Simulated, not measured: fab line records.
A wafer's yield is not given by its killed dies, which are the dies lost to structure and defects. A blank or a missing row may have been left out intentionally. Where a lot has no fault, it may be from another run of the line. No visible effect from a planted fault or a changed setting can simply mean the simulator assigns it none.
Split-lot experiment	flow n5_finfet	7 lots, 21 wafers read, on a route of 1938 steps

SPLIT DETAILS
At N5_BEOL_M2_ILD_DEP_00 (deposits SiOC from DEMS/O2, target thk 79 nm, time 15.3 s), the setting time_s was moved away from the recipe's 15.3 s on 9 of the 21 wafers read, by -13.2% to +9.5%. The other wafers ran this setting at the recipe's value.

No step appears in the file between the split and the reading.

THE READING
M2_ILD_THK at N5_BEOL_M2_THK_MEAS_01, in nm. A value of 78.8 nm with a standard deviation of 1.1 nm is what fault-free wafers of this fab line usually give.

wafer	tool, chamber at the split	time_s as run, s	against the recipe	M2_ILD_THK, nm	against lot-mates on the recipe
L076.2	pecvd-02, 1	15.3	recipe	78.0	-
L076.4	pecvd-02, 2	15.3	recipe	76.8	-
L076.5	pecvd-02, 0	16.02	+4.7%	82.6	+5.2
L078.4	pecvd-01, 2	16.76	+9.5%	87.4	+9.0
L078.5	pecvd-01, 0	16.76	+9.5%	86.6	+8.2
L078.6	pecvd-01, 1	15.3	recipe	78.4	-
L080.2	pecvd-02, 0	13.28	-13.2%	69.5	-8.0
L080.3	pecvd-02, 2	15.3	recipe	77.5	-
L080.4	pecvd-02, 2	13.28	-13.2%	68.0	-9.5
L088.1	pecvd-02, 0	14.23	-7.0%	72.8	-4.8
L088.2	pecvd-02, 1	15.3	recipe	77.6	-
L088.4	pecvd-02, 1	14.23	-7.0%	73.2	-4.4
L087.1	pecvd-02, 0	15.3	recipe	78.7	-
L087.2	pecvd-02, 1	13.84	-9.5%	71.5	-7.8
L087.5	pecvd-02, 1	15.3	recipe	79.9	-
L089.1	pecvd-01, 0	15.3	recipe	77.6	-
L089.3	pecvd-01, 1,0	15.3	recipe	79.1	-
L089.4	pecvd-01, 1,0	15.3	recipe	79.0	-
L097.1	pecvd-02, 2	14.08	-8.0%	71.1	-7.2
L097.3	pecvd-02, 0	15.3	recipe	78.7	-
L097.5	pecvd-02, 2	15.3	recipe	78.0	-
When a row names more than one chamber, that row covers several wafers, and the file does not tell which wafer ran in which chamber.

FIT RESULTS
A straight line over all 21 wafers: M2_ILD_THK changes by +0.798 nm for each +1% of time_s; r = +0.99; the points scatter about the line by 0.88 nm.
The same after taking each lot's own level away (the mean of its wafers on the recipe; 21 wafers): +0.78 nm for each +1%; r = +0.98; scatter 0.88 nm.
That fit puts the effect of the largest move of time_s on the reading at 10 nm.
Measured against the standard deviation above, the lots' own levels, which go from 77.40 to 79.30 nm, span 1.7 times it.
Consequently the slope shifts little with the lot-to-lot level, the two slopes agreeing.
Check: with one of the wafers moved furthest among these (-13.2%) left out of the fit, the line predicts -10.5 nm for it against its lot-mates. Against them it came out at -8 nm.

ADDITIONAL SPLITS CARRIED BY THESE WAFERS
Note: prior to the reading, these wafers also went through further splits. Each is held against what the fit with the lots' levels taken away leaves over:
other split on the same wafers	wafers away from the commonest value	r with M2_ILD_THK (lot level and that fit taken away)
N5_BEOL_M0_ETCH_138 source_w	7	+0.05

THE WHOLE CHAIN: every reading that the file lists as answering this split, in the file's order
step	what it does	reading	change (the file's fit)	r (the file's)
N5_BEOL_M2_ILD_DEP_00	deposits SiOC from DEMS/O2, target thk 79 nm, time 15.3 s	SiOC_of_BEOL_M2_ILD_DEP_00.thk_nm (the simulator's own value, which no gauge read)	+0.791 nm for each +1% of the setting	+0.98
N5_BEOL_M2_THK_MEAS_01		M2_ILD_THK	+0.786 for each +1% of the setting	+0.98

FILE'S OWN FIT
M2_ILD_THK changes by +0.786 nm for each +1% of time_s, r = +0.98.
